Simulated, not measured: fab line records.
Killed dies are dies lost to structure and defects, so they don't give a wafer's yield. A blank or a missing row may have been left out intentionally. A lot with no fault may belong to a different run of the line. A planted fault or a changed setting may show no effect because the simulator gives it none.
fab line records	flow n5_finfet
record: lots: 6	wafers: 17	last_day: 18
route steps=1938 shown HKMG_FIN@436 BEOL_M4@1111
lots that met no fault: from a run of the same line without faults
start_h: hours from the record's opening day to when the first of the lot's shown wafers began	wait_h: hours since the lot's step before	" unchanged from the row above	L1.1+2: one row covering several wafers at once	- value missing, or start not given	* or withheld: withheld	< > ~ a bound
route shown NAME@n: names a module that has steps shown in the file, with the first one's number in the route	usual: mean and standard deviation over wafers with no fault	same: alike in all rows	chamber/n: place in a boat	sites: per-site readings	_std_site: standard deviation across them	_edge_site: mean of outer sites minus mean of inner sites	radius_mm: how far each site lies from the wafer's centre	mask NAME#n: copy n	behind: the tool/chamber that last shaped the wafer	hold: why the lot was held/for how many hours/how that ended	device: whichever transistor did not switch (one of n, p or np)	end of line: at the end of the route, the tests of the same wafers	a step given without rows: its recipe and nothing more	killed: dies lost to structure and defects at the first sort, not the wafer's yield	map: a wafer's dies, x killed, . not, _ none there
set.NAME: the setting that was run; set.NAME@STEP: the one run at that earlier step	model.NAME: the simulator's own value behind a step, which no gauge read
lots at some steps of the route; a table a step, a row a wafer
services: the hour from which a tool's chamber was out of use, counted from the record's first day as start_h (under 0 if before that day), plus the number of hours and why
== steps ==
step: N5_HKMG_FIN_STRIP_33
recipe: chemistry: N2/H2	temp_c: 40	n2_flow_sccm: 200	h2_flow_sccm: 200	rf_frequency_hz: 6e+07
step: N5_HKMG_FIN_STRIP_34
recipe: chemistry: CF4	resist: SiARC	power_w: 300	bias_power_w: 75	pressure_mtorr: 50	cf4_flow_sccm: 150	rf_frequency_hz: 6e+07
step: N5_HKMG_FIN_ETCH_35
recipe: chemistry: N2/H2	target: SOC	target_depth_a: 2158	ion_energy_ev: 65	bias_w: 5	source_w: 3000	time_s: 243.4	pressure_mtorr: 30	n2_flow_sccm: 200	h2_flow_sccm: 200
step: N5_HKMG_FIN_STRIP_92
recipe: chemistry: N2/H2	material: SOC	time_s: 20	power_w: 500	temp_c: 40	pressure_mtorr: 50	rf_frequency_hz: 6e+07	bias_power_w: 8	h2_frac: 0.5	n2_flow_sccm: 300	h2_flow_sccm: 300
step: N5_HKMG_FIN_WET_ETCH_18
recipe: chemistry: SC1	target: TiN	mix: 1:1:5	temp_c: *	time_s: 55	target_depth_nm: 5.2	dry: ipa_marangoni	rinse_time_s: 30	rinse_temp_c: 23
step: N5_HKMG_FIN_STRIP_19
recipe: chemistry: N2/H2	power_w: 2500	temp_c: 300	h2_frac: 0.65	time_s: 360	pressure_mtorr: withheld	n2_flow_sccm: 1750	h2_flow_sccm: 3250
step: N5_HKMG_FIN_ALD_91
recipe: material: TiN	target_thk_a: 10	temp_c: 400	ald_precursor_family: TiCl4	ald_co_reactant: NH3	pulse_time_s: 1	purge_time_s: 3	co_reactant_purge_time_s: 2	co_reactant_pulse_time_s: 2	ald_cycles: 47	pressure_torr: 3
usual: co_reactant_pulse_time_s: 2/0	heater_power_w: 864/64	precursor_pulse_height_rel: 1.001/0.021	susceptor_temp_C: 400.00/0.23
lot.wafer	tool	chamber	start_h	wait_h	co_reactant_pulse_time_s	heater_power_w	precursor_pulse_height_rel	susceptor_temp_C
L188.2	ald_metal-02	3	97.81	0.3	2	806	1.055	400.19
L188.5	"	0	"	"	2	958	1.014	400.40
L188.6	"	3	"	"	2	807	0.981	400.06
L189.3	ald_metal-02	3	108.37	0.1	2	801	1.002	399.93
L189.6	"	2	"	"	2	881	1.000	399.86
L192.2	ald_metal-03	3	122.56	0.3	2	764	1.009	399.97
L192.4	"	1	"	"	2	816	0.977	399.90
L192.5	"	2	"	"	2	920	1.029	400.20
L201.3	ald_metal-03	2	178.53	0.1	2	909	0.997	399.96
L201.4	"	3	"	"	2	774	0.977	400.02
L201.6	"	2	"	"	2	932	0.968	399.94
L204.1	ald_metal-04	1	195.38	0.3	2	835	1.004	400.04
L204.2	"	2	"	"	2	801	1.013	400.13
L204.4	"	2	"	"	2	838	1.026	400.08
L208.2	ald_metal-04	0	216.88	0.3	2	767	0.998	399.97
L208.3	"	2	"	"	2	830	0.991	400.37
L208.5	"	0	"	"	2	765	1.039	399.80
step: N5_HKMG_FIN_COAT_85
recipe: resist: SOC	temp_c: 250	time_s: 60	spin_rpm: 1500	resist_thk_nm: 300
step: N5_HKMG_FIN_ETCH_86
recipe: chemistry: N2/H2	target: SOC	target_depth_a: 3932	stop_on: TiN	ion_energy_ev: 100	bias_w: 61	pressure_mtorr: 30	source_w: 850	n2_flow_sccm: 200	h2_flow_sccm: 200
usual: chamber_pressure_mTorr: 30.005/0.025	drypump_motor_current_A: 5.9/0.37	h2_flow_sccm: 200.0/0.62	oes_product_au: 0.79/0.091	rf_vpp_V: 240.4/1.7	showerhead_plenum_p_Torr: 2.53/0.11	throttle_valve_pct: 17.87/0.22
lot.wafer	tool	chamber	start_h	wait_h	chamber_pressure_mTorr	drypump_motor_current_A	h2_flow_sccm	oes_product_au	rf_hours_counter_h	rf_vpp_V	showerhead_plenum_p_Torr	throttle_valve_pct
L188.2	rie_diel-06	3	98.15	-	29.995	6.4	199.7	0.69	235	240.2	2.52	18.03
L188.5	"	0	"	"	30.014	5.8	199.9	0.85	-	241.2	2.47	17.62
L188.6	"	3	"	"	30.001	6.5	200.9	0.69	-	240.8	2.52	18.03
L189.3	rie_diel-03	0	108.71	-	30.039	5.5	200.4	0.72	191	241.5	2.53	17.69
L189.6	"	3	"	"	30.024	6.1	200.2	0.80	-	242.0	2.68	17.94
L192.2	rie_diel-03	2	123.17	-	29.980	6.2	200.6	0.76	145	238.6	2.35	18.03
L192.4	"	3	"	"	30.020	6.2	200.5	0.79	89	241.1	2.68	17.94
L192.5	"	2	"	"	29.959	6.2	199.9	0.76	-	238.8	2.35	18.03
L201.3	rie_diel-03	1	179.05	-	30.012	5.9	199.3	0.94	11	241.5	2.61	18.04
L201.4	"	0	"	"	30.032	5.5	198.8	0.69	226	241.2	2.51	17.76
L201.6	"	3	"	"	29.995	6.1	200.0	0.76	-	242.4	2.67	18.01
L204.1	rie_diel-03	2	195.86	-	29.992	6.2	198.4	0.74	178	239.1	2.34	18.07
L204.2	"	0	"	"	30.029	5.5	200.7	0.69	234	239.8	2.51	17.77
L204.4	"	1	"	"	30.017	5.9	199.4	0.91	-	242.8	2.61	18.07
L208.2	rie_diel-06	1	217.22	-	30.021	5.4	198.8	0.85	52	242.0	2.69	17.79
L208.3	"	0	"	"	29.951	5.8	200.3	0.80	119	238.8	2.45	17.71
L208.5	"	1	"	"	30.042	5.4	199.9	0.85	-	243.0	2.69	17.78
step: N5_HKMG_FIN_STRIP_89
recipe: chemistry: N2/H2	material: SOC	time_s: 20	power_w: 500	temp_c: 40	pressure_mtorr: 50	rf_frequency_hz: 6e+07	bias_power_w: 8	h2_frac: 0.5	n2_flow_sccm: 300	h2_flow_sccm: 300
usual: chamber_pressure_mTorr: 50.00/0.044	drypump_motor_current_A: 5.9/0.37	h2_flow_sccm: 300.0/0.96	oes_product_au: 0.79/0.096	rf_vpp_V: 54.1/0.95	showerhead_plenum_p_Torr: 3.33/0.14	throttle_valve_pct: 19.11/0.27
lot.wafer	tool	chamber	start_h	wait_h	chamber_pressure_mTorr	drypump_motor_current_A	h2_flow_sccm	oes_product_au	rf_hours_counter_h	rf_vpp_V	showerhead_plenum_p_Torr	throttle_valve_pct
L188.2	rie_diel-06	3	98.21	0.0	49.99	6.5	299.5	0.69	235	54.1	3.32	19.27
L188.5	"	0	"	"	49.93	5.8	300.5	0.85	-	53.6	3.27	18.80
L188.6	"	3	"	"	50.06	6.4	298.7	0.69	-	54.1	3.32	19.28
L189.3	rie_diel-03	1	108.77	0.0	50.03	5.9	301.6	0.67	236	54.2	3.46	19.68
L189.6	"	1	"	"	49.94	5.9	300.4	0.68	-	54.5	3.46	19.66
L192.2	rie_diel-03	2	123.23	0.0	50.00	6.2	299.4	0.76	145	54.4	3.11	19.11
L192.4	"	3	"	"	50.01	6.2	300.3	0.80	89	55.5	3.53	18.91
L192.5	"	2	"	"	50.01	6.2	300.2	0.75	-	54.0	3.11	19.09
L201.3	rie_diel-03	1	179.11	0.0	49.98	5.9	300.4	0.96	11	55.0	3.44	19.32
L201.4	"	0	"	"	50.00	5.6	298.9	0.70	226	54.6	3.32	18.84
L201.6	"	3	"	"	49.99	6.2	298.6	0.77	-	56.4	3.52	18.98
L204.1	rie_diel-03	2	195.92	0.0	50.06	6.2	301.6	0.73	178	53.8	3.09	19.15
L204.2	"	0	"	"	50.07	5.6	299.6	0.69	234	55.4	3.31	18.85
L204.4	"	1	"	"	50.01	5.9	300.9	0.94	-	55.7	3.44	19.34
L208.2	rie_diel-06	1	217.28	0.0	50.08	5.4	299.0	0.86	52	54.2	3.55	19.48
L208.3	"	0	"	"	50.02	5.8	299.8	0.80	119	55.6	3.24	18.90
L208.5	"	1	"	"	49.95	5.4	299.4	0.87	-	54.9	3.55	19.47
step: N5_HKMG_FIN_WET_ETCH_87
recipe: chemistry: SC1	target: TiN	mix: 1:2:40	temp_c: 50	time_s: 154.2	target_depth_nm: 4.7	dry: ipa_marangoni	rinse_time_s: 30	rinse_temp_c: 23
step: N5_HKMG_FIN_STRIP_88
recipe: chemistry: N2/H2	power_w: 2500	temp_c: 300	h2_frac: 0.65	time_s: 360	pressure_mtorr: withheld	n2_flow_sccm: 1750	h2_flow_sccm: 3250
usual: drypump_motor_current_A: 5.97/0.29	h2_flow_sccm: 3250/11	heater_power_w: 460/54
lot.wafer	tool	chamber	start_h	wait_h	drypump_motor_current_A	h2_flow_sccm	heater_power_w	rf_hours_counter_h
L188.2	plasma_asher-01	0	98.40	0.0	5.64	3253	429	42
L188.5	"	0	"	"	5.66	3254	435	-
L188.6	"	1	"	"	5.78	3253	440	-
L189.3	plasma_asher-02	1	109.08	0.1	6.39	3249	554	-
L189.6	"	0	"	"	5.96	3265	415	-
L192.2	plasma_asher-02	1	123.42	0.0	6.38	3255	544	93
L192.4	"	1	"	"	6.41	3253	538	-
L192.5	"	1	"	"	6.39	3232	541	-
L201.3	plasma_asher-01	0	179.42	0.1	5.67	3244	429	-
L201.4	"	1	"	"	5.78	3247	434	-
L201.6	"	0	"	"	5.68	3243	427	-
L204.1	plasma_asher-02	1	196.11	0.0	6.39	3267	543	109
L204.2	"	0	"	"	5.92	3252	419	109
L204.4	"	0	"	"	5.90	3248	409	-
L208.2	plasma_asher-01	1	217.47	0.0	5.76	3249	433	64
L208.3	"	1	"	"	5.76	3251	421	-
L208.5	"	0	"	"	5.63	3254	423	-
step: N5_HKMG_FIN_NWFM_ALD_20
recipe: material: TiAlC	target_thk_a: 20	temp_c: 300	ald_precursor_family: TiCl4	ald_co_reactant: TEA	pulse_time_s: 3	purge_time_s: 2	co_reactant_purge_time_s: 2	co_reactant_pulse_time_s: 10	ald_cycles: 7	pressure_torr: 3
usual: co_reactant_pulse_time_s: 10/0	heater_power_w: 480/37	precursor_pulse_height_rel: 1.001/0.019	susceptor_temp_C: 300.01/0.2
lot.wafer	tool	chamber	start_h	wait_h	co_reactant_pulse_time_s	heater_power_w	precursor_pulse_height_rel	susceptor_temp_C
L188.2	ald_metal-04	0	98.79	0.3	10	423	1.008	300.02
L188.5	"	0	"	"	10	420	1.016	300.10
L188.6	"	1	"	"	10	469	0.993	299.91
L189.3	ald_metal-04	1	109.34	0.1	11.821	483	1.006	300.37
L189.6	"	3	"	"	10	526	1.002	300.13
L192.2	ald_metal-04	1	123.81	0.3	10	481	0.995	299.99
L192.4	"	3	"	"	10	539	1.002	299.98
L192.5	"	3	"	"	11.821	530	0.989	300.32
L201.3	ald_metal-03	0	179.68	0.1	10	516	0.998	300.02
L201.4	"	3	"	"	10	443	1.008	300.02
L201.6	"	0	"	"	10	511	0.977	300.04
L204.1	ald_metal-02	0	196.49	0.3	10	541	0.999	300.09
L204.2	"	1	"	"	10	485	0.982	299.94
L204.4	"	3	"	"	10	446	0.990	300.12
L208.2	ald_metal-03	3	217.86	0.3	10	446	1.006	299.82
L208.3	"	2	"	"	10	499	0.991	300.07
L208.5	"	2	"	"	10	522	0.991	299.69
step: N5_HKMG_FIN_ALD_71
recipe: material: TiN	target_thk_a: 10	temp_c: 400	ald_precursor_family: TiCl4	ald_co_reactant: NH3	pulse_time_s: 1	purge_time_s: 3	co_reactant_purge_time_s: 2	co_reactant_pulse_time_s: 2	ald_cycles: 47	pressure_torr: 3
usual: co_reactant_pulse_time_s: 2/0	heater_power_w: 861/67	precursor_pulse_height_rel: 0.998/0.02	susceptor_temp_C: 400.04/0.21
lot.wafer	tool	chamber	start_h	wait_h	co_reactant_pulse_time_s	heater_power_w	precursor_pulse_height_rel	susceptor_temp_C
L188.2	ald_metal-04	0	98.89	0.0	2	749	0.990	399.99
L188.5	"	0	"	"	2	741	1.015	400.03
L188.6	"	1	"	"	2	838	1.008	399.98
L189.3	ald_metal-04	1	109.44	0.0	2	838	0.972	400.04
L189.6	"	3	"	"	2	956	0.994	399.83
L192.2	ald_metal-04	1	123.91	0.0	2	843	0.994	400.14
L192.4	"	3	"	"	2	937	0.998	399.53
L192.5	"	3	"	"	2	957	1.012	399.76
L201.3	ald_metal-03	0	179.78	0.0	2	911	0.987	400.06
L201.4	"	3	"	"	2	785	0.991	399.65
L201.6	"	0	"	"	2	915	0.968	399.95
L204.1	ald_metal-02	0	196.59	0.0	2	955	0.937	399.75
L204.2	"	1	"	"	2	885	0.999	400.14
L204.4	"	3	"	"	2	812	1.000	400.10
L208.2	ald_metal-03	3	217.96	0.0	2	793	0.980	399.83
L208.3	"	2	"	"	2	907	0.993	399.84
L208.5	"	2	"	"	2	909	0.998	399.89
step: N5_BEOL_M4_RC_MEAS_101
usual: DIBL_N: 35.9/1.3	DIBL_P: 36.3/1.5	IOFF_N: 0.153/0.023	IOFF_P: 0.208/0.028	ION_N: 672/9.7	ION_P: 462/6.6	SS_N: 71.5/0.53	SS_P: 73.3/0.59	VT_N: 250.4/2.7	VT_P: -250.5/3
lot.wafer	tool	chamber	start_h	wait_h	DIBL_N[mV/V]	DIBL_P[mV/V]	IOFF_N[nA/um]	IOFF_P[nA/um]	ION_N[uA/um]	ION_P[uA/um]	SS_N[mV/dec]	SS_P[mV/dec]	VT_N[mV]	VT_P[mV]
L188.2	prober-01	0	200.47	0.2	38.2	38.8	0.202	0.285	679	473	71.6	74.5	247.1	-244.0
L188.5	"	0	"	"	38.6	39.3	0.230	0.307	687	469	72.5	74.8	243.2	-243.1
L188.6	"	0	"	"	36.0	35.7	0.157	0.242	679	471	71.0	74.1	247.9	-244.8
L189.3	prober-02	0	204.14	0.3	36.1	35.4	0.163	0.193	681	460	71.9	72.7	249.7	-251.7
L189.6	"	0	"	"	36.4	35.9	0.154	0.201	677	465	71.6	73.1	249.5	-251.9
L192.2	prober-01	0	225.30	0.2	38.7	39.2	0.197	0.247	676	467	71.8	74.2	247.3	-248.5
L192.4	"	0	"	"	39.8	40.6	0.211	0.274	678	466	72.0	74.5	245.7	-245.5
L192.5	"	0	"	"	38.5	39.1	0.209	0.231	688	462	72.7	74.1	244.3	-250.6
L201.3	prober-02	0	280.23	0.3	36.5	38.0	0.163	0.219	680	466	71.5	72.6	251.4	-247.4
L201.4	"	0	"	"	35.6	35.4	0.149	0.193	679	462	70.9	73.3	252.7	-250.8
L201.6	"	0	"	"	35.5	35.8	0.144	0.198	668	457	71.4	74.0	251.5	-252.0
L204.1	prober-01	0	303.11	0.5	33.3	34.4	0.129	0.212	668	473	70.7	73.2	252.3	-250.3
L204.2	"	0	"	"	34.7	36.0	0.153	0.238	674	464	71.0	74.1	249.5	-247.3
L204.4	"	0	"	"	33.8	34.3	0.130	0.206	659	463	70.7	72.8	253.6	-248.2
L208.2	prober-02	0	336.56	0.2	37.9	37.7	0.182	0.238	683	473	71.5	73.2	245.8	-247.1
L208.3	"	0	"	"	36.0	36.0	0.151	0.204	684	464	70.7	72.9	247.6	-249.7
L208.5	"	0	"	"	35.7	35.8	0.147	0.208	686	468	71.6	72.5	248.5	-248.9
== services ==
tool	chamber	start_h	hours	kind
rie_diel-06	1	87.45	-	clean
rie_diel-06	1	87.45	-	consumable_replace:focus_ring
rie_diel-06	1	87.45	-	consumable_replace:showerhead
rie_diel-06	1	87.45	24.6	scheduled_down
rie_diel-06	1	87.45	24.6	vent_cycle
rie_diel-06	0	131.83	6.3	repair
ald_metal-04	0	140.80	8.0	repair
rie_diel-03	1	141.03	-	clean
rie_diel-03	1	141.03	-	consumable_replace:focus_ring
rie_diel-03	1	141.03	15.4	scheduled_down
rie_diel-03	1	141.03	15.4	vent_cycle
rie_diel-06	3	142.93	-	clean
rie_diel-06	3	142.93	-	consumable_replace:focus_ring
rie_diel-06	3	142.93	10.0	scheduled_down
rie_diel-06	3	142.93	10.0	vent_cycle
rie_diel-06	2	158.69	-	clean
rie_diel-06	2	158.69	-	consumable_replace:focus_ring
rie_diel-06	2	158.69	12.5	scheduled_down
rie_diel-03	0	160.20	1.9	repair
ald_metal-03	-	162.67	2.8	pm
ald_metal-04	0	179.39	16.4	repair
ald_metal-04	-	187.95	1.2	pm
ald_metal-02	-	189.88	0.6	repair
ald_metal-04	-	211.64	0.9	repair
== key ==
first_sign: step: N5_HKMG_FIN_NWFM_ALD_20	reading: co_reactant_pulse_time_s	direction: up	sigmas: 99+	usual: *	struck: *
effect none on later readings
met_at N5_HKMG_FIN_NWFM_ALD_20
struck_wafers L189.3,L192.5
onset_between 98.79 109.34
fault: kind: process_parameter_drift	tool: ald_metal-04	chamber: -	onset_h: 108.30	steps: N5_HKMG_FIN_NWFM_ALD_20	channel: co_reactant_pulse_time_s	offset: *	shape: step	end_h: 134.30	scope: struck_wafers_only	acts_in: *	stated: *
